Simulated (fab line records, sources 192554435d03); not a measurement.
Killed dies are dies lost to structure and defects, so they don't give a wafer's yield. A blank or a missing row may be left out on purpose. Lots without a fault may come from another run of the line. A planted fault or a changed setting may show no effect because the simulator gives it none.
Split-lot experiment | flow n5_finfet | 7 lots, 21 wafers read, on a route of 1938 steps

THE SPLIT
At N5_GATE_CUT_ETCH_37 (etches SOC in N2/H2, target depth 60 nm, overetch 12 nm, time 90 s), the setting bias_w was moved away from the recipe's 150 W on 9 of the 21 wafers read, by -13.2% to +13.6%. The other wafers ran this setting at the recipe's value.

The reading is taken at the split's own step.

THE READING
rf_vpp_V, in V, at N5_GATE_CUT_ETCH_37 (etches SOC in N2/H2, target depth 60 nm, overetch 12 nm, time 90 s). Fault-free wafers of this fab line usually give 524.0 V, standard deviation 2.5 V.

wafer  | tool, chamber at the split | bias_w as run, W | against the recipe | rf_vpp_V, V | against lot-mates on the recipe
L080.1 | rie_diel-06, 1             | 165.4            | +10.3%             | 556.0       | +29.2
L080.2 | rie_diel-06, 2             | 150              | recipe             | 526.8       | -
L080.5 | rie_diel-06, 2             | 165.4            | +10.3%             | 560.2       | +33.4
L081.1 | rie_diel-02, 3             | 150              | recipe             | 526.6       | -
L081.3 | rie_diel-02, 0             | 135.7            | -9.5%              | 491.3       | -32.7
L081.4 | rie_diel-02, 1             | 150              | recipe             | 521.5       | -
L090.1 | rie_diel-05, 2             | 130.2            | -13.2%             | 483.5       | -39.9
L090.5 | rie_diel-05, 0             | 150              | recipe             | 523.4       | -
L090.6 | rie_diel-05, 1             | 130.2            | -13.2%             | 479.2       | -44.2
L091.2 | rie_diel-05, 3             | 150              | recipe             | 524.8       | -
L091.5 | rie_diel-05, 0             | 150              | recipe             | 524.0       | -
L091.6 | rie_diel-05, 3             | 150              | recipe             | 524.8       | -
L093.2 | rie_diel-02, 0             | 157.7            | +5.1%              | 540.8       | +15.4
L093.5 | rie_diel-02, 0             | 150              | recipe             | 523.6       | -
L093.6 | rie_diel-02, 3             | 150              | recipe             | 527.2       | -
L096.1 | rie_diel-06, 1             | 170.4            | +13.6%             | 565.0       | +38.9
L096.2 | rie_diel-06, 0             | 150              | recipe             | 524.6       | -
L096.3 | rie_diel-06, 2             | 150              | recipe             | 527.6       | -
L097.2 | rie_diel-06, 0             | 131              | -12.7%             | 482.1       | -37.0
L097.4 | rie_diel-06, 3             | 150              | recipe             | 519.1       | -
L097.6 | rie_diel-06, 2             | 131              | -12.7%             | 484.0       | -35.1

THE FIT
A straight line over all 21 wafers: rf_vpp_V changes by +3.23 V for each +1% of bias_w; r = +1.00; the points scatter about the line by 2.3 V.
The same after taking each lot's own level away (the mean of its wafers on the recipe; 21 wafers): +3.03 V for each +1%; r = +1.00; scatter 2.1 V.
On that fit, the largest move of bias_w shifts the reading by 41 V.
The lots' own levels span 519.10 to 526.80 V, that is 3.1 times the standard deviation above.
So the lot-to-lot level changes the slope little: the two slopes agree.
Check: with one of the wafers moved furthest among these (+13.6%) left out of the fit, the line predicts +41.5 V for it against its lot-mates. It came out at +38.9 V against them.
Tool readings at the split's step, against how far the setting was moved: rf_vpp_V r = +1.00.

OTHER SPLITS ON THESE WAFERS
These wafers also went through other splits before the reading. Each is held against what the fit with the lots' levels taken away leaves over:
other split on the same wafers | wafers away from the commonest value | r with rf_vpp_V (lot level and that fit taken away)
N5_HKMG_FIN_ETCH_32 bias_w     | 8                                    | -0.06

THE FILE'S OWN FIT
rf_vpp_V changes by +3.04 V for each +1% of bias_w, r = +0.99.
